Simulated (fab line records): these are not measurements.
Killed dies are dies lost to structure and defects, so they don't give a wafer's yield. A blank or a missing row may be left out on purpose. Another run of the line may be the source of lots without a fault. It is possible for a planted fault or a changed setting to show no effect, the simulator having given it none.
Check of tool commonality | flow nand_harc | 12 lots, 36 wafers sampled

== THE REASON FOR OPENING IT ==
At NHARC_END_SORT_01 the reading killed_dies is flagged on 2 of 12 lots. Fault-free wafers read 57, with a standard deviation of 16.
Rule: a lot is flagged when every wafer of it that has a number lies more than 4 standard deviations from that mean, or none has a number. The rest of the lots are taken to be sound.

lot  | measured     | on        | killed_dies, wafer by wafer | flag
L982 | day 25 09:59 | prober-02 | 61 55 59                    |
L983 | day 25 22:12 | prober-01 | 50 71 71                    |
L985 | day 26 23:50 | prober-02 | 79 72 72                    |
L986 | day 27 23:05 | prober-01 | 51 64 64                    |
L987 | day 27 23:51 | prober-02 | 41 30 47                    |
L990 | day 28 22:32 | prober-01 | 54 68 58                    |
L989 | day 29 00:11 | prober-02 | 50 50 38                    |
L995 | day 31 00:43 | prober-01 | 677 677 677                 | FLAGGED
L994 | day 31 01:38 | prober-02 | 677 677 677                 | FLAGGED
L100 | day 33 21:41 | prober-02 | 29 46 41                    |
L102 | day 34 14:47 | prober-01 | 76 65 68                    |
L101 | day 34 21:46 | prober-01 | 55 52 48                    |
Average over the flagged lots: 677; offset from the usual +620, equal to +39 standard deviations.

== WHICH TOOL RAN EACH LOT ==
Before the reading, the record contains 3 process steps out of a 1302-step route. Each cell gives the tool, then ch followed by the chambers the sampled wafers passed through, then the start.
lot  | flag    | NHARC_A_CONTACT_ETCH_136             | NHARC_A_CONTACT_ETCH_92            | NHARC_A_CONTACT_STRIP_26
L982 |         | har_cap_etch-01 ch 1, day 23 07:36   | rie_diel-02 ch 0,1,3, day 23 08:58 | rie_diel-02 ch 0,1,3, day 25 09:59 or earlier
L983 |         | har_cap_etch-03 ch 0,1, day 23 19:44 | rie_diel-02 ch 0,1,3, day 23 21:07 | rie_diel-02 ch 0,1,2, day 25 22:12 or earlier
L985 |         | har_cap_etch-01 ch 0,1, day 24 22:22 | rie_diel-11 ch 0,1, day 24 23:38   | rie_diel-11 ch 0,2,3, day 26 23:50 or earlier
L986 |         | har_cap_etch-01 ch 0,1, day 25 22:17 | rie_diel-02 ch 0,1,2, day 25 23:38 | rie_diel-02 ch 0,1,3, day 27 23:05 or earlier
L987 |         | har_cap_etch-03 ch 0,1, day 25 21:17 | rie_diel-02 ch 1,2, day 25 22:41   | rie_diel-02 ch 1,2, day 27 23:51 or earlier
L990 |         | har_cap_etch-02 ch 0,1, day 26 20:10 | rie_diel-02 ch 0,1,3, day 26 21:55 | rie_diel-02 ch 1,2,3, day 28 22:32 or earlier
L989 |         | har_cap_etch-01 ch 0,1, day 26 20:53 | rie_diel-02 ch 1,2, day 26 22:10   | rie_diel-11 ch 0,1, day 29 00:11 or earlier
L995 | FLAGGED | har_cap_etch-02 ch 0,1, day 28 23:49 | rie_diel-04 ch 0,1,2, day 29 01:13 | rie_diel-11 ch 0,2,3, day 31 00:43 or earlier
L994 | FLAGGED | har_cap_etch-03 ch 0,1, day 29 01:27 | rie_diel-04 ch 0,1,2, day 29 02:49 | rie_diel-02 ch 1,2,3, day 31 01:38 or earlier
L100 |         | har_cap_etch-02 ch 0,1, day 31 18:14 | rie_diel-02 ch 0,1,3, day 31 19:38 | rie_diel-02 ch 0,1,2, day 33 21:41 or earlier
L102 |         | har_cap_etch-02 ch 0,1, day 32 01:19 | rie_diel-04 ch 0,1,2, day 32 02:42 | rie_diel-11 ch 0,3, day 34 14:47 or earlier
L101 |         | har_cap_etch-01 ch 0,1, day 32 10:36 | rie_diel-04 ch 1,2,3, day 32 11:58 | rie_diel-11 ch 0,2,3, day 34 21:46 or earlier
These steps, and what they do:
- NHARC_A_CONTACT_ETCH_136: etches the open film in C4F8/O2/Ar, time 311 s, target depth 1912 nm.
- NHARC_A_CONTACT_ETCH_92: etches the open film in CH3F/O2, target depth 40 nm, time 85.7 s.
- NHARC_A_CONTACT_STRIP_26: strips in O2.
- NHARC_END_SORT_01

== FLAGGED AGAINST TOTAL, ONE TOOL AT A TIME (gauges that did the reading follow at the end) ==
step                     | tool            | lots run | flagged | share of the flagged lots | sound lots run after its first flagged lot
NHARC_A_CONTACT_ETCH_136 | har_cap_etch-01 | 5        | 0       | none                      | -
NHARC_A_CONTACT_ETCH_136 | har_cap_etch-02 | 4        | 1       | some                      | 2 (L100,L102)
NHARC_A_CONTACT_ETCH_136 | har_cap_etch-03 | 3        | 1       | some                      | 0
NHARC_A_CONTACT_ETCH_92  | rie_diel-02     | 7        | 0       | none                      | -
NHARC_A_CONTACT_ETCH_92  | rie_diel-04     | 4        | 2       | all                       | 2 (L102,L101)
NHARC_A_CONTACT_ETCH_92  | rie_diel-11     | 1        | 0       | none                      | -
NHARC_A_CONTACT_STRIP_26 | rie_diel-02     | 7        | 1       | some                      | 1 (L100)
NHARC_A_CONTACT_STRIP_26 | rie_diel-11     | 5        | 1       | some                      | 2 (L102,L101)
NHARC_END_SORT_01        | prober-01       | 6        | 1       | some                      | 2 (L102,L101)
NHARC_END_SORT_01        | prober-02       | 6        | 1       | some                      | 1 (L100)
NHARC_A_CONTACT_STRIP_26: start missing for some lots; hours and lot order therefore follow NHARC_END_SORT_01.

== WHAT IS ALLOWED BY THE TABLE ==
1 row of the table ran every flagged lot: rie_diel-04 at NHARC_A_CONTACT_ETCH_92.
- rie_diel-04 at NHARC_A_CONTACT_ETCH_92 ran 4 lots, 2 of them flagged. Sound lots ran on it after the first flagged one (L102, L101), which a lasting fault on the whole tool wouldn't allow. On the flagged lots its readings are blank where sound lots have values: bias_w, ch3f_flow_sccm, drypump_motor_current_A, oes_product_au and 3 more.
There is no row in the table that ran each flagged lot and no sound lot after the first.

== WHAT THE SIMULATOR PUT IN ==
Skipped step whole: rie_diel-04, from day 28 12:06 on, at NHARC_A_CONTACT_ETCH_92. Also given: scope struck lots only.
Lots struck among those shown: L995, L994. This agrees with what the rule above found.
